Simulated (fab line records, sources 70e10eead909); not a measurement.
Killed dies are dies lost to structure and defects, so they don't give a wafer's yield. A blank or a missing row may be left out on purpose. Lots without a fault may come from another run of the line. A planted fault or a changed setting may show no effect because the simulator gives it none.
Chamber matching | flow nand_harc | NHARC_P_M1_DEP_33 on pecvd-04: 3 sister chambers
The step deposits SiCN, target thk 30 nm. 18 wafers are shown with their chamber, then 9 later ones without.

WAFERS WITH THEIR CHAMBER
wafer  | chamber | heater_power_w (W) | chamber_pressure_Torr (Torr)
L076.1 | 1       | 610                | 3.004
L076.4 | 2       | 624                | 3.000
L076.5 | 0       | 587                | 3.001
L082.1 | 0       | 512                | 2.993
L082.3 | 2       | 612                | 3.004
L082.4 | 2       | 638                | 3.002
L083.2 | 0       | 513                | 3.002
L083.5 | 2       | 695                | 3.007
L083.6 | 1       | 672                | 2.995
L086.2 | 0       | 591                | 2.996
L086.5 | 1       | 640                | 3.012
L086.6 | 2       | 683                | 3.006
L091.3 | 0       | 578                | 3.003
L091.4 | 1       | 641                | 3.001
L091.6 | 2       | 664                | 3.006
L092.1 | 2       | 612                | 3.007
L092.4 | 1       | 660                | 2.998
L092.5 | 0       | 574                | 2.989

SIGNATURES (means of the wafers above)
reading               | chamber 0 | chamber 1 | chamber 2 | scatter within a chamber
heater_power_w        | 559.17    | 644.60    | 646.86    | 32.5
chamber_pressure_Torr | 2.99733   | 3.00200   | 3.00457   | 0.00497
Rule: a wafer's distance from a chamber is the root of the sum, over the readings, of the square of ((its reading less the chamber's mean) divided by the reading's scatter). The wafer belongs to the nearest chamber; if the next one is less than 2 further off, it can't be placed. The scatter: the root of (the sum of the squares of (reading less its chamber's mean) over the shown wafers, divided by (wafers less chambers)).

WAFERS WITHOUT THEIR CHAMBER
wafer  | heater_power_w (W) | chamber_pressure_Torr (Torr)
L093.4 | 634                | 2.998
L093.5 | 586                | 3.003
L093.6 | 595                | 3.000
L094.2 | 698                | 3.000
L094.3 | 621                | 2.993
L094.4 | 661                | 2.986
L095.1 | 667                | 3.002
L095.4 | 589                | 3.000
L095.6 | 656                | 3.005

WHICH CHAMBER EACH WENT THROUGH
wafer  | from the rows above          | in truth
L093.4 | can't be placed: 1 or 2 or 0 | 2
L093.5 | can't be placed: 0 or 1 or 2 | 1
L093.6 | can't be placed: 0 or 1 or 2 | 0
L094.2 | can't be placed: 1 or 2      | 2
L094.3 | can't be placed: 1 or 0 or 2 | 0
L094.4 | can't be placed: 1 or 2 or 0 | 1
L095.1 | can't be placed: 1 or 2      | 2
L095.4 | can't be placed: 0 or 1 or 2 | 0
L095.6 | can't be placed: 2 or 1      | 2
Placed correctly: 0 of 9. Can't be placed from these rows: 9 (the true chamber is among the candidates in 9). Placed wrongly: 0.
